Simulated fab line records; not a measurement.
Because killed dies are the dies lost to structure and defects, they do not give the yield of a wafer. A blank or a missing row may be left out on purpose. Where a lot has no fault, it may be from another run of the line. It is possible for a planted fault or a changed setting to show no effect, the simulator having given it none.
Which tool did it? | flow n5-finfet | 24 lots, 72 wafers sampled, at 6 steps of a route of 1938

== WHAT EACH GAUGE READ, for each wafer ==
N5_BEOL_M9_CD_MEAS_28 targets a cd of 70 nm.
lot  | measured     | on        | cd-nm (nm)
L074 | day 10 19:41 | cd-sem-01 | 70.17 70.04 69.90
L075 | day 10 19:31 | cd-sem-03 | 70.08 70.19 70.17
L078 | day 12 19:44 | cd-sem-01 | 69.83 70.12 70.02
L077 | day 12 23:06 | cd-sem-03 | 70.22 70.02 70.14
L079 | day 13 17:28 | cd-sem-02 | 70.11 69.87 70.23
L080 | day 13 17:26 | cd-sem-02 | 69.85 69.84 70.25
L081 | day 14 07:04 | cd-sem-02 | 70.14 70.00 69.91
L082 | day 14 09:40 | cd-sem-02 | 70.19 70.25 70.04
L083 | day 14 20:23 | cd-sem-01 | 69.49 69.91 69.53
L084 | day 15 06:39 | cd-sem-03 | 69.86 69.77 69.77
L085 | day 15 06:29 | cd-sem-01 | 69.84 69.96 69.98
L087 | day 15 09:42 | cd-sem-02 | 70.07 70.48 70.30
L086 | day 15 09:52 | cd-sem-02 | 69.75 70.44 70.43
L076 | day 15 20:06 | cd-sem-01 | 69.78 69.61 69.60
L089 | day 15 20:16 | cd-sem-01 | 70.66 70.04 70.15
L090 | day 16 03:46 | cd-sem-01 | 70.14 70.31 70.11
L091 | day 16 18:14 | cd-sem-03 | 70.30 70.55 70.32
L088 | day 16 20:28 | cd-sem-01 | 69.98 69.92 70.07
L092 | day 16 23:21 | cd-sem-01 | 69.98 70.30 69.49
L094 | day 17 03:18 | cd-sem-01 | 70.07 69.80 70.05
L093 | day 17 03:31 | cd-sem-01 | 70.28 70.25 70.30
L095 | day 17 05:40 | cd-sem-02 | 70.28 70.42 70.55
L096 | day 17 08:18 | cd-sem-01 | 70.52 69.98 70.20
L097 | day 17 15:17 | cd-sem-01 | 70.29 69.94 70.03

N5_BEOL_M9_INSPECT_30: inspects for defects (brightfield).
lot  | measured     | on                | raw-defect-count
L074 | day 10 19:47 | defect-inspect-01 | 417 384 312
L075 | day 10 19:37 | defect-inspect-01 | 377 426 435
L078 | day 12 19:49 | defect-inspect-01 | 367 440 405
L077 | day 12 23:11 | defect-inspect-01 | 342 392 385
L079 | day 13 17:34 | defect-inspect-01 | 319 445 455
L080 | day 13 17:31 | defect-inspect-01 | 302 412 446
L081 | day 14 07:10 | defect-inspect-01 | 358 320 359
L082 | day 14 09:45 | defect-inspect-01 | 573 545 455
L083 | day 14 20:29 | defect-inspect-02 | 408 308 306
L084 | day 15 06:44 | defect-inspect-01 | 344 367 355
L085 | day 15 06:34 | defect-inspect-01 | 461 294 467
L087 | day 15 09:47 | defect-inspect-02 | 437 491 553
L086 | day 15 09:58 | defect-inspect-02 | 459 448 368
L076 | day 15 20:11 | defect-inspect-02 | 443 569 413
L089 | day 15 20:21 | defect-inspect-01 | 456 376 506
L090 | day 16 03:50 | defect-inspect-02 | 468 596 330
L091 | day 16 18:19 | defect-inspect-02 | 498 381 509
L088 | day 16 20:34 | defect-inspect-02 | 744 609 528
L092 | day 16 23:26 | defect-inspect-02 | 647 411 561
L094 | day 17 03:23 | defect-inspect-02 | 322 349 362
L093 | day 17 03:36 | defect-inspect-02 | 418 546 560
L095 | day 17 05:46 | defect-inspect-02 | 303 387 414
L096 | day 17 08:23 | defect-inspect-02 | 369 405 442
L097 | day 17 15:23 | defect-inspect-02 | 341 422 467

N5_BEOL_M9_CD_MEAS_35: target cd 70 nm, target cd y 40 nm.
lot  | measured     | on        | cd-nm (nm)
L074 | day 10 20:25 | cd-sem-02 | 70.9 69.6 70.6
L075 | day 10 21:35 | cd-sem-01 | 70.7 70.7 71.4
L078 | day 12 20:28 | cd-sem-02 | 68.7 70.2 69.9
L077 | day 13 00:13 | cd-sem-03 | 68.5 69.6 69.1
L079 | day 13 18:36 | cd-sem-01 | 69.3 70.5 71.1
L080 | day 13 18:10 | cd-sem-02 | 69.8 70.9 70.0
L081 | day 14 07:49 | cd-sem-03 | 70.8 70.5 70.6
L082 | day 14 11:03 | cd-sem-03 | 69.2 70.4 69.2
L083 | day 14 21:23 | cd-sem-02 | 70.1 71.2 70.8
L084 | day 15 08:39 | cd-sem-02 | 70.3 69.6 70.1
L085 | day 15 07:44 | cd-sem-01 | 70.5 70.0 70.0
L087 | day 15 10:26 | cd-sem-01 | 70.8 69.5 70.6
L086 | day 15 10:44 | cd-sem-02 | 70.1 70.6 70.5
L076 | day 15 21:04 | cd-sem-02 | 69.9 69.8 70.2
L089 | day 15 21:07 | cd-sem-03 | 70.4 69.8 69.8
L090 | day 16 04:29 | cd-sem-01 | 70.8 70.8 69.0
L091 | day 16 19:38 | cd-sem-02 | 71.4 70.0 70.0
L088 | day 16 21:12 | cd-sem-01 | 70.0 70.5 71.2
L092 | day 17 00:05 | cd-sem-02 | 70.0 70.4 69.1
L094 | day 17 04:02 | cd-sem-01 | 69.6 70.2 69.0
L093 | day 17 04:20 | cd-sem-03 | 69.8 69.5 70.2
L095 | day 17 06:55 | cd-sem-02 | 69.8 70.1 69.9
L096 | day 17 09:02 | cd-sem-01 | 70.7 70.4 70.5
L097 | day 17 16:07 | cd-sem-01 | 71.0 70.0 70.1

N5_BEOL_M9_RS_MEAS_57: measures by four-point-probe.
lot  | measured     | on            | M9_RS (ohm/sq)
L074 | day 10 22:42 | film-metro-02 | 0.150 0.152 0.150
L075 | day 10 23:49 | film-metro-02 | 0.153 0.148 0.151
L078 | day 13 00:25 | film-metro-01 | 0.149 0.155 0.150
L077 | day 13 03:32 | film-metro-02 | 0.151 0.152 0.154
L079 | day 13 23:45 | film-metro-01 | 0.151 0.153 0.147
L080 | day 13 23:17 | film-metro-02 | 0.158 0.155 0.150
L081 | day 14 09:57 | film-metro-01 | 0.157 0.159 0.153
L082 | day 14 15:11 | film-metro-01 | 0.156 0.154 0.157
L083 | day 15 01:10 | film-metro-01 | 0.158 0.145 0.150
L084 | day 15 12:26 | film-metro-02 | 0.148 0.154 0.157
L085 | day 15 11:34 | film-metro-01 | 0.151 0.158 0.151
L087 | day 15 12:42 | film-metro-02 | 0.157 0.161 0.162
L086 | day 15 13:14 | film-metro-02 | 0.149 0.157 0.150
L076 | day 15 23:39 | film-metro-02 | 0.160 0.151 0.149
L089 | day 15 23:59 | film-metro-01 | 0.151 0.152 0.163
L090 | day 16 07:16 | film-metro-01 | 0.151 0.162 0.159
L091 | day 16 22:28 | film-metro-02 | 0.155 0.160 0.150
L088 | day 17 01:53 | film-metro-01 | 0.142 0.151 0.150
L092 | day 17 02:23 | film-metro-02 | 0.162 0.153 0.150
L094 | day 17 06:43 | film-metro-01 | 0.141 0.150 0.146
L093 | day 17 06:51 | film-metro-02 | 0.148 0.148 0.161
L095 | day 17 09:46 | film-metro-01 | 0.139 0.138 0.144
L096 | day 17 11:58 | film-metro-01 | 0.151 0.152 0.148
L097 | day 17 18:20 | film-metro-02 | 0.151 0.151 0.147

== WHAT TOOL EACH LOT RAN ON (gives the tool, then ch and the chambers of the sampled wafers, and finally the start) ==
lot  | N5_BEOL_M9_DESCUM_16               | N5_BEOL_M9_STRIP_19
L074 | rie-diel-06 ch 0,3, day 10 17:08   | rie-diel-04 ch 0,1,2, day 10 17:37
L075 | rie-diel-02 ch 1,2,3, day 10 17:11 | rie-diel-06 ch 0,1,3, day 10 17:38
L078 | rie-diel-06 ch 0,1,2, day 12 18:32 | rie-diel-06 ch 0,2, day 12 18:56
L077 | rie-diel-04 ch 0,2,3, day 12 21:17 | rie-diel-04 ch 0,2,3, day 12 21:40
L079 | rie-diel-06 ch 0,1,2, day 13 15:05 | rie-diel-04 ch 0,1, day 13 15:31
L080 | rie-diel-04 ch 0,1, day 13 15:33   | rie-diel-04 ch 0,1,2, day 13 15:56
L081 | rie-diel-06 ch 0,2,3, day 14 04:41 | rie-diel-04 ch 1,2, day 14 05:10
L082 | rie-diel-06 ch 0,1,2, day 14 08:17 | rie-diel-04 ch 0,2, day 14 08:50
L083 | rie-diel-06 ch 0,1, day 14 18:02   | rie-diel-06 ch 0,3, day 14 18:32
L084 | rie-diel-06 ch 0,1,3, day 15 04:50 | rie-diel-04 ch 0,2,3, day 15 05:44
L085 | rie-diel-06 ch 1,3, day 15 05:17   | rie-diel-04 ch 1,2, day 15 05:47
L087 | rie-diel-06 ch 0,3, day 15 08:04   | rie-diel-02 ch 0,1,3, day 15 08:28
L086 | rie-diel-04 ch 0,1, day 15 08:19   | rie-diel-02 ch 0,3, day 15 08:48
L076 | rie-diel-04 ch 0,1,3, day 15 18:17 | rie-diel-04 ch 0,1,3, day 15 18:40
L089 | rie-diel-02 ch 0,3, day 15 18:27   | rie-diel-02 ch 0,1, day 15 18:50
L090 | rie-diel-02 ch 0,1,3, day 16 01:35 | rie-diel-06 ch 1,2, day 16 01:58
L091 | rie-diel-04 ch 1,2, day 16 14:58   | rie-diel-04 ch 0,3, day 16 15:29
L088 | rie-diel-02 ch 0,1,2, day 16 19:40 | rie-diel-02 ch 0,1,2, day 16 20:03
L092 | rie-diel-04 ch 0,1,2, day 16 22:12 | rie-diel-02 ch 0,1, day 16 22:35
L094 | rie-diel-02 ch 0,1,3, day 17 00:26 | rie-diel-02 ch 0,2,3, day 17 01:05
L093 | rie-diel-04 ch 0,2,3, day 17 00:45 | rie-diel-06 ch 0,1,2, day 17 01:10
L095 | rie-diel-06 ch 0,3, day 17 04:38   | rie-diel-06 ch 0,1, day 17 05:07
L096 | rie-diel-04 ch 0,1, day 17 05:53   | rie-diel-04 ch 1,2, day 17 06:23
L097 | rie-diel-02 ch 1,2, day 17 09:41   | rie-diel-02 ch 0,1, day 17 10:04
- N5_BEOL_M9_DESCUM_16: chemistry O2, time 7.9 s.
- N5_BEOL_M9_STRIP_19: strips in O2.

== AS READ BY THE TOOLS THEMSELVES (means over the sampled wafers that have a number; for cases with no such wafer, the mark the record gives instead) ==
N5_BEOL_M9_DESCUM_16.
lot  | tool        | drypump-motor-current-A (A) | oes-product-au (a.u.) | rf-vpp-V (V) | showerhead-plenum-p-Torr (Torr) | throttle-valve-pct (%)
L074 | rie-diel-06 | 5.2                         | 0.78                  | 241.7        | 2.03                            | 20.73
L075 | rie-diel-02 | 5.7                         | 0.70                  | 242.1        | 2.03                            | 20.38
L078 | rie-diel-06 | 5.3                         | 0.75                  | 243.0        | 2.06                            | 20.39
L077 | rie-diel-04 | 5.6                         | 0.75                  | 242.7        | 2.10                            | 20.52
L079 | rie-diel-06 | 5.3                         | 0.74                  | 241.7        | 2.06                            | 20.42
L080 | rie-diel-04 | 5.9                         | 0.91                  | 244.2        | 2.12                            | 20.30
L081 | rie-diel-06 | 5.2                         | 0.74                  | 242.0        | 2.07                            | 20.63
L082 | rie-diel-06 | 5.3                         | 0.73                  | 241.6        | 2.06                            | 20.42
L083 | rie-diel-06 | 5.2                         | 0.78                  | 241.6        | 2.03                            | 20.35
L084 | rie-diel-06 | 5.3                         | 0.74                  | 241.7        | 2.01                            | 20.59
L085 | rie-diel-06 | 5.6                         | 0.70                  | 241.1        | 1.98                            | 20.60
L087 | rie-diel-06 | 5.0                         | 0.77                  | 241.4        | 2.03                            | 20.57
L086 | rie-diel-04 | 6.0                         | 0.86                  | 242.8        | 2.11                            | 20.33
L076 | rie-diel-04 | 5.9                         | 0.90                  | 244.0        | 2.11                            | 20.27
L089 | rie-diel-02 | 5.6                         | 0.77                  | 243.8        | 2.08                            | 20.58
L090 | rie-diel-02 | 5.7                         | 0.76                  | 242.3        | 2.05                            | 20.37
L091 | rie-diel-04 | 5.9                         | 0.82                  | 244.7        | 2.20                            | 20.38
L088 | rie-diel-02 | 5.6                         | 0.84                  | 242.3        | 2.05                            | 20.13
L092 | rie-diel-04 | 5.7                         | 0.80                  | 244.1        | 2.15                            | 20.44
L094 | rie-diel-02 | 5.7                         | 0.87                  | 242.1        | 2.05                            | 20.25
L093 | rie-diel-04 | 5.5                         | 0.81                  | 243.0        | 2.09                            | 20.42
L095 | rie-diel-06 | 5.1                         | 0.76                  | 241.8        | 2.03                            | 20.58
L096 | rie-diel-04 | 6.1                         | 0.86                  | 243.7        | 2.16                            | 20.31
L097 | rie-diel-02 | 5.7                         | 0.85                  | 242.3        | 2.02                            | 20.06

N5_BEOL_M9_STRIP_19.
lot  | tool        | drypump-motor-current-A (A) | oes-product-au (a.u.) | rf-vpp-V (V) | showerhead-plenum-p-Torr (Torr) | throttle-valve-pct (%)
L074 | rie-diel-04 | 5.8                         | 0.77                  | 3.5          | 2.08                            | 16.73
L075 | rie-diel-06 | 5.3                         | 0.77                  | 3.6          | 2.02                            | 16.75
L078 | rie-diel-06 | 5.0                         | 0.79                  | 3.9          | 2.09                            | 16.60
L077 | rie-diel-04 | 5.6                         | 0.74                  | 4.2          | 2.10                            | 16.77
L079 | rie-diel-04 | 6.1                         | 0.93                  | 3.4          | 2.18                            | 16.45
L080 | rie-diel-04 | 5.8                         | 0.84                  | 3.4          | 2.16                            | 16.59
L081 | rie-diel-04 | 5.9                         | 0.85                  | 3.5          | 2.22                            | 16.57
L082 | rie-diel-04 | 5.4                         | 0.75                  | 4.3          | 2.14                            | 16.77
L083 | rie-diel-06 | 5.2                         | 0.74                  | 3.5          | 2.02                            | 16.99
L084 | rie-diel-04 | 5.5                         | 0.84                  | 3.2          | 2.10                            | 16.62
L085 | rie-diel-04 | 5.5                         | 0.77                  | 3.3          | 2.20                            | 16.74
L087 | rie-diel-02 | 5.7                         | 0.78                  | 3.9          | 2.06                            | 16.64
L086 | rie-diel-02 | 5.6                         | 0.77                  | 3.7          | 2.08                            | 16.84
L076 | rie-diel-04 | 5.9                         | 0.90                  | 3.4          | 2.11                            | 16.48
L089 | rie-diel-02 | 5.8                         | 0.76                  | 3.6          | 2.03                            | 16.43
L090 | rie-diel-06 | 5.4                         | 0.99                  | 3.6          | 2.19                            | 16.33
L091 | rie-diel-04 | 5.7                         | 0.89                  | 3.2          | 2.05                            | 16.48
L088 | rie-diel-02 | 5.6                         | 0.84                  | 3.9          | 2.05                            | 16.39
L092 | rie-diel-02 | 5.8                         | 0.76                  | 4.0          | 2.02                            | 16.46
L094 | rie-diel-02 | 5.5                         | 0.96                  | 4.3          | 2.08                            | 16.44
L093 | rie-diel-06 | 5.3                         | 0.90                  | 3.7          | 2.15                            | 16.40
L095 | rie-diel-06 | 5.4                         | 0.92                  | 3.5          | 2.18                            | 16.35
L096 | rie-diel-04 | 5.6                         | 0.75                  | 4.2          | 2.19                            | 16.77
L097 | rie-diel-02 | 5.6                         | 0.82                  | 3.8          | 2.07                            | 16.47

== THE ANSWER, worked out from the rows above alone ==
Rule: usual is defined by the lots themselves. Put in order of their means at a reading, lots are off if they are a third of the lots or fewer, leave a main group of 4 or more, and stand apart from it by a gap of 3 or more times the standard deviation of the main group's means; of several such gaps the widest counts. Not used: any main group whose means are identical at the precision the tables above print for the reading. Also off: a lot with no number at a reading for which 4 or more lots have one. Where the step has rows for the other lots, those lots are counted as sound. Order of review: gauges by route order, followed by the tools' own readings, for which a lot's mean as printed above is used. At the first step where some lot is off, the reading lying furthest off is the one used; lots without a number count as furthest.
None of the lots is off at any reading shown; this tells nothing.

== WHAT HAD BEEN PUT IN BY THE SIMULATOR ==
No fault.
